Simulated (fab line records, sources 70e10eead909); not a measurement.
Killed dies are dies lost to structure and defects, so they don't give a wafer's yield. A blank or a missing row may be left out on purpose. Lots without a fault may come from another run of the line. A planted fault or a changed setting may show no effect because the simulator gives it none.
Which tool did it? | flow nand_harc | 15 lots, 42 wafers sampled, at 6 steps of a route of 1159

WHAT THE GAUGES READ, wafer by wafer
NHARC_A_SOURCE_PLATE_THK_MEAS_06: measures by ellipsometry. Usual: thk_nm 199.3 nm, standard deviation 2.4.
lot  | measured     | on            | thk_nm (nm)       | flag
L120 | day 7 19:13  | film_metro-01 | 195.4 194.6 195.6 |
L121 | day 7 19:13  | film_metro-01 | 200.5 200.7 201.1 |
L122 | day 7 19:13  | film_metro-02 | 198.1 199.6 198.3 |
L123 | day 8 09:46  | film_metro-01 | 200.8 199.3 201.8 |
L124 | day 8 09:45  | film_metro-01 | 201.4 198.7 203.1 |
L125 | day 8 09:45  | film_metro-02 | 200.7 200.9 199.6 |
L127 | day 9 06:14  | film_metro-02 | 198.6 195.7 196.4 |
L128 | day 9 06:14  | film_metro-01 | 196.8 197.4 195.2 |
L129 | day 9 20:37  | film_metro-01 | 199.9 201.1 201.4 |
L130 | day 9 20:37  | film_metro-01 | 197.3 200.7 199.0 |
L133 | day 10 17:04 | film_metro-01 | 198.8 198.5 201.1 |
L135 | day 11 11:59 | film_metro-01 | 194.6 196.5       |
L136 | day 11 17:46 | film_metro-02 | 200.6 200.1       |
L138 | day 12 01:33 | film_metro-02 | 201.1 200.2       |
L142 | day 13 04:28 | film_metro-01 | 202.9 201.2 202.7 |

NHARC_A_ONON_D1_THK_MEAS_08: measures by ellipsometry. Usual: thk_nm 1000 nm, standard deviation 11.
lot  | measured     | on            | thk_nm (nm)    | flag
L120 | day 7 21:07  | film_metro-01 | 1004 1003 1004 |
L121 | day 7 21:20  | film_metro-02 | 1004 1005 1004 |
L122 | day 7 20:59  | film_metro-02 | 1014 1013 1013 |
L123 | day 8 11:36  | film_metro-01 | 991 990 990    |
L124 | day 8 11:31  | film_metro-02 | 985 987 987    |
L125 | day 8 11:35  | film_metro-02 | 989 989 989    |
L127 | day 9 08:01  | film_metro-02 | 983 981 982    |
L128 | day 9 08:01  | film_metro-01 | 1008 1006 1007 |
L129 | day 9 22:25  | film_metro-01 | 991 989 990    |
L130 | day 9 22:23  | film_metro-01 | 1006 1004 1006 |
L133 | day 10 18:59 | film_metro-01 | 1010 1010 1010 |
L135 | day 11 13:47 | film_metro-01 | 1001 1003      |
L136 | day 11 19:33 | film_metro-01 | 1018 1019      |
L138 | day 12 03:19 | film_metro-02 | 985 985        |
L142 | day 13 06:25 | film_metro-02 | 995 993 992    |

NHARC_A_ONON_D1_THK_MEAS_30: measures by ellipsometry. Usual: thk_nm 1000 nm, standard deviation 12.
lot  | measured     | on            | thk_nm (nm)    | flag
L120 | day 8 07:32  | film_metro-02 | 981 982 981    |
L121 | day 8 07:32  | film_metro-01 | 980 980 980    |
L122 | day 8 07:31  | film_metro-02 | 1006 1007 1007 |
L123 | day 8 22:03  | film_metro-02 | 989 989 990    |
L124 | day 8 22:01  | film_metro-01 | 1014 1014 1015 |
L125 | day 8 22:00  | film_metro-02 | 993 994 995    |
L127 | day 9 16:33  | film_metro-01 | 1007 1007 1009 |
L128 | day 9 16:30  | film_metro-01 | 989 988 988    |
L129 | day 10 10:11 | film_metro-01 | 1004 1004 1002 |
L130 | day 10 10:10 | film_metro-01 | 991 990 992    |
L133 | day 11 09:13 | film_metro-02 | 992 995 996    |
L135 | day 12 00:22 | film_metro-01 | 1531 997       | OFF
L136 | day 12 06:10 | film_metro-02 | 1550 1549      | OFF
L138 | day 12 14:50 | film_metro-01 | 1553 1013      | OFF
L142 | day 13 16:42 | film_metro-02 | 1008 1005 1005 |

NHARC_END_SORT_01. Usual: killed_at_array 24, standard deviation 8.4; killed_at_other 0.7, standard deviation 1.1; killed_at_periphery 2.9, standard deviation 1.7; killed_dies 27, standard deviation 8.6; killed_open 3.3, standard deviation 1.8; killed_short 1.8, standard deviation 1.4.
lot  | measured     | on        | killed_at_array | killed_at_other | killed_at_periphery | killed_dies | killed_open | killed_short | flag
L123 | day 20 15:47 | prober-01 | 24 20 23        | 1 0 1           | 3 2 3               | 28 22 27    | 3 2 2       | 2 1 1        |
L135 | day 22 13:18 | prober-02 | 676 13          | 0 0             | 1 4                 | 677 17      | 8 3         | 1 0          | OFF
L136 | day 23 10:20 | prober-02 | 675 675         | 0 0             | 2 2                 | 677 677     | 5 7         | 0 0          | OFF
L138 | day 24 05:09 | prober-01 | 670 27          | 1 0             | 6 7                 | 677 34      | 8 4         | 0 3          | OFF

WHICH TOOL RAN EACH LOT (tool, then ch and the chambers of the sampled wafers, then the start)
lot  | NHARC_A_ZERO_WELL_RTA_16         | NHARC_A_ONON_D1_DEP_28
L120 | rtp_anneal-01 ch 0, day 6 21:33  | pecvd_onon-04 ch 0, day 8 07:01
L121 | rtp_anneal-02 ch 0, day 6 22:44  | pecvd_onon-02 ch 0, day 8 07:04
L122 | rtp_anneal-02 ch 0, day 7 00:19  | pecvd_onon-03 ch 0, day 8 07:01
L123 | rtp_anneal-02 ch 0, day 7 13:13  | pecvd_onon-04 ch 0, day 8 21:36
L124 | rtp_anneal-01 ch 0, day 7 13:59  | pecvd_onon-03 ch 0, day 8 21:38
L125 | rtp_anneal-02 ch 0, day 7 14:05  | pecvd_onon-02 ch 0, day 8 21:33
L127 | rtp_anneal-01 ch 0, day 8 08:55  | pecvd_onon-02 ch 0, day 9 16:06
L128 | rtp_anneal-01 ch 0, day 8 11:08  | pecvd_onon-03 ch 0, day 9 16:06
L129 | rtp_anneal-02 ch 0, day 8 23:20  | pecvd_onon-04 ch 0, day 10 09:44
L130 | rtp_anneal-01 ch 0, day 9 00:25  | pecvd_onon-03 ch 0, day 10 09:39
L133 | rtp_anneal-01 ch 0, day 9 17:20  | pecvd_onon-02 ch 0, day 11 08:46
L135 | rtp_anneal-02 ch 0, day 10 15:27 | pecvd_onon-03 ch 0, day 11 23:58
L136 | rtp_anneal-01 ch 0, day 10 20:39 | pecvd_onon-03 ch 0, day 12 05:38
L138 | rtp_anneal-02 ch 0, day 11 05:20 | pecvd_onon-03 ch 0, day 12 14:19
L142 | rtp_anneal-02 ch 0, day 12 09:58 | pecvd_onon-04 ch 0, day 13 16:19
- NHARC_A_ZERO_WELL_RTA_16: time 10 s.
- NHARC_A_ONON_D1_DEP_28: target thk 1000 nm.

WHAT THE TOOLS THEMSELVES READ (means of the sampled wafers that have a number; where no wafer has one, the mark that the record gives instead)
NHARC_A_ZERO_WELL_RTA_16. Usual: lamp_power_pct 29.0 %, standard deviation 1.2; lamp_zone_5_pct 29.0 %, standard deviation 1.2; wafer_temp_C_max 1003.9, standard deviation 0.84.
lot  | tool          | lamp_power_pct (%) | lamp_zone_5_pct (%) | wafer_temp_C_max | flag
L120 | rtp_anneal-01 | 27.8               | 27.8                | 1003.7           |
L121 | rtp_anneal-02 | 30.2               | 30.3                | 1003.2           |
L122 | rtp_anneal-02 | 30.2               | 30.2                | 1003.6           |
L123 | rtp_anneal-02 | 30.2               | 30.2                | 1004.2           |
L124 | rtp_anneal-01 | 27.8               | 27.8                | 1005.0           |
L125 | rtp_anneal-02 | 30.2               | 30.3                | 1003.8           |
L127 | rtp_anneal-01 | 27.9               | 27.9                | 1004.3           |
L128 | rtp_anneal-01 | 27.8               | 27.9                | 1003.6           |
L129 | rtp_anneal-02 | 30.3               | 30.2                | 1004.0           |
L130 | rtp_anneal-01 | 27.9               | 27.8                | 1003.6           |
L133 | rtp_anneal-01 | 27.8               | 27.8                | 1003.7           |
L135 | rtp_anneal-02 | 30.2               | 30.2                | 1003.2           |
L136 | rtp_anneal-01 | 27.9               | 27.9                | 1003.8           |
L138 | rtp_anneal-02 | 30.2               | 30.3                | 1003.7           |
L142 | rtp_anneal-02 | 30.2               | 30.2                | 1003.4           |

THE ANSWER, worked out from the rows above alone
Rule: a lot is off if the mean of its wafers that have a number lies more than 3 standard deviations from the usual mean. A lot without any number at a reading at which 4 lots or more have one is off too. The other lots that the step has rows for count as sound. The gauges are gone through in route order, then the tools' own readings, and for those a lot's mean is taken as printed above. The first step at which some lot is off is used, and at that step the reading that is off furthest; a lot without a number counts as furthest.
Off: L135, L136, L138, at NHARC_A_ONON_D1_THK_MEAS_30 (thk_nm).
A tool fits if, at a process step before that reading, it ran every lot that is off, and no sound lot after the first of them. The gauges at NHARC_A_ONON_D1_THK_MEAS_30 aren't tried: what is off there is off at NHARC_END_SORT_01 too, on other tools, and a gauge's error can't cause that. One fits: pecvd_onon-03 at NHARC_A_ONON_D1_DEP_28. Its last sound lot is L130 (day 10 09:39), its first lot that is off L135 (day 11 23:58): a fault that began between those two fits.

WHAT THE SIMULATOR HAD PUT IN
Process parameter drift: pecvd_onon-03, from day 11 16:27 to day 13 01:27, at NHARC_A_ONON_D1_DEP_28. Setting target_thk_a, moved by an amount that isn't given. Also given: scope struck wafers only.
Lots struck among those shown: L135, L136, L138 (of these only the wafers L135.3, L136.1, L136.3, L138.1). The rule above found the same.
